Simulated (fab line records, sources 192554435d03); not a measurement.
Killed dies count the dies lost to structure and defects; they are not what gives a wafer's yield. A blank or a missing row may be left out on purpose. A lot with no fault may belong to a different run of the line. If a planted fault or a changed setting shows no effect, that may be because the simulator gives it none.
Matching of chambers -- flow n5 finfet -- pecvd-03 running N5_BEOL_M14_DEP_53: 3 sister chambers
The step deposits SiCN from 3MS/NH3, target thk 50 nm, time 17.8 s. 6 wafers are shown with their chamber, then 9 later ones without.

== WAFERS, EACH WITH ITS CHAMBER ==
wafer,chamber,throttle valve pct (%),showerhead plenum p Torr (Torr)
L080.5,0,18.0,4.166
L089.4,2,15.8,4.151
L089.6,1,19.1,4.143
L092.1,0,18.0,4.167
L092.4,1,19.2,4.143
L092.6,2,16.2,4.147

== WAFERS WITHOUT THEIR CHAMBER ==
wafer,throttle valve pct (%),showerhead plenum p Torr (Torr)
L094.1,17.9,4.177
L094.2,19.5,4.139
L094.5,16.4,4.152
L093.3,18.4,4.166
L093.4,16.2,4.153
L093.5,19.4,4.149
L096.1,19.5,4.142
L096.2,16.1,4.153
L096.6,19.3,4.142

== WHICH CHAMBER EACH WENT THROUGH ==
wafer,from the rows above,in truth
L094.1,0,0
L094.2,1,1
L094.5,2,2
L093.3,0,0
L093.4,2,2
L093.5,1,1
L096.1,1,1
L096.2,2,2
L096.6,1,1
Placed correctly: 9 of 9. Left unplaced by these rows: 0. 0 placed wrongly.
How it was worked out, from the rows above alone: a wafer's distance from a chamber is the root of the sum, over the readings, of the square of ((its reading less the chamber's mean) divided by the reading's scatter). The wafer belongs to the nearest chamber; if the next one is less than 2 further off, it can't be placed. For every chamber, the mean is computed from those of its wafers that are shown. How the scatter is found: for the shown wafers, subtract from each reading the mean of its chamber, square and add these, divide the total by (wafers less chambers), then take the root.
